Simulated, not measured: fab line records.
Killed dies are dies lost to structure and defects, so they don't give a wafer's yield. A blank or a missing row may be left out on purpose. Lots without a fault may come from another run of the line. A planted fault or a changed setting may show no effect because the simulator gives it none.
A lot that was struck, set against a sound lot | flow nand harc | 15 steps out of a route of 1302
Sound: the wafers L582.1, L582.4, L582.5. Wafers struck: L584.1, L584.2, L584.5. At the end, the cause is stated.
Order at every step that has rows: each side's tool, ch and its chambers, its first start. Under that, the readings that differ: sound wafers | struck wafers | difference of the means | sigmas: that difference in standard deviations of wafers without a fault.
alike: words and numbers the same on both sides, and readings whose means are apart by under 2 such deviations; not compared: readings that were withheld, readings missing a value for some wafer, numbers with overlapping values and no deviation given by the record, and bounds like >300 which may hide the same value.
The two part at a step that has a row with sigmas, a row that says differs or no value, or rows on one side only. Numbers that don't overlap but have no deviation are shown without sigmas and don't part them. Lack of a reading on every wafer of one side parts them only where that side has two or more wafers.

first, 8 steps without rows for these wafers: NHARC_A_CHANNEL_HOLE_D1_COAT_36 (time 75 s); NHARC_A_CHANNEL_HOLE_D1_COAT_37 (time 65 s); NHARC_A_CHANNEL_HOLE_D1_COAT_04 (resist thk 90 nm); NHARC_A_CHANNEL_HOLE_D1_SOFTBAKE_05 (time 55 s); NHARC_A_CHANNEL_HOLE_D1_EBR_06; NHARC_A_CHANNEL_HOLE_D1_EXPOSE_07 (exposes mask HOLE D1, target cd 100 nm); NHARC_A_CHANNEL_HOLE_D1_PEB_08 (peb time 65 s); NHARC_A_CHANNEL_HOLE_D1_DEVELOP_09 (develop time 35 s).
NHARC_A_CHANNEL_HOLE_D1_CD_MEAS_10: target cd 100 nm.
  sound on cd sem-01 ch 0, day 10 03:22; struck on cd sem-01 ch 0, day 11 01:38
  alike: cd nm
NHARC_A_CHANNEL_HOLE_D1_OVL_MEAS_11:
  sound on overlay-01, day 10 03:27; struck on overlay-01, day 11 01:43
  alike: overlay x nm, overlay y nm
NHARC_A_CHANNEL_HOLE_D1_INSPECT_12:
  sound on defect inspect-01, day 10 03:29; struck on defect inspect-02, day 11 01:46
  reading          | sound  | struck | difference | sigmas
  raw defect count | 6 9 18 | 5 6 4  | -6         | -2
NHARC_A_CHANNEL_HOLE_D1_DESCUM_15: chemistry O2, time 3 s.
  sound on rie diel-10 ch 0,1, day 10 03:33; struck on rie diel-04 ch 0,1,3, day 11 01:50
  alike: chamber pressure mTorr, drypump motor current A, oes product au, rf vpp V, showerhead plenum p Torr, throttle valve pct
  not compared: rf hours counter h
NHARC_A_CHANNEL_HOLE_D1_ETCH_38: etches the open film in CF4, target depth 39 nm, time 65 s.
  sound on rie diel-10 ch 0,2, day 10 03:38; struck on rie diel-04 ch 0,1, day 11 01:54
  no value came back on the struck wafers for any of 8 readings (bias w (W), cf4 flow sccm (sccm) and others); on the sound wafers bias w (W) reads 100.07 99.42 99.78
  not compared: rf hours counter h
NHARC_A_CHANNEL_HOLE_D1_ETCH_39: etches the open film in N2/H2, target depth 260 nm, time 325 s.
  sound on rie diel-10 ch 0,3; struck on rie diel-04 ch 0,1,3, day 11 01:59
  alike: bias w, chamber pressure mTorr, drypump motor current A, oes product au, rf vpp V, showerhead plenum p Torr, throttle valve pct
  not compared: rf hours counter h
-- jump in the record: it breaks off in module A_CHANNEL_HOLE_D1 and resumes in module END (first step shown: number 1302 of the route), and 16 days separate the struck wafers' starts before and after --
NHARC_END_SORT_01:
  at this point the record logs the struck wafers (prober-02 ch 0, day 26 22:14) and has no rows for the sound ones

WHERE THEY PART
At NHARC_A_CHANNEL_HOLE_D1_INSPECT_12 first; at NHARC_END_SORT_01 last (within this record only).

WHY: the cause the simulator had injected
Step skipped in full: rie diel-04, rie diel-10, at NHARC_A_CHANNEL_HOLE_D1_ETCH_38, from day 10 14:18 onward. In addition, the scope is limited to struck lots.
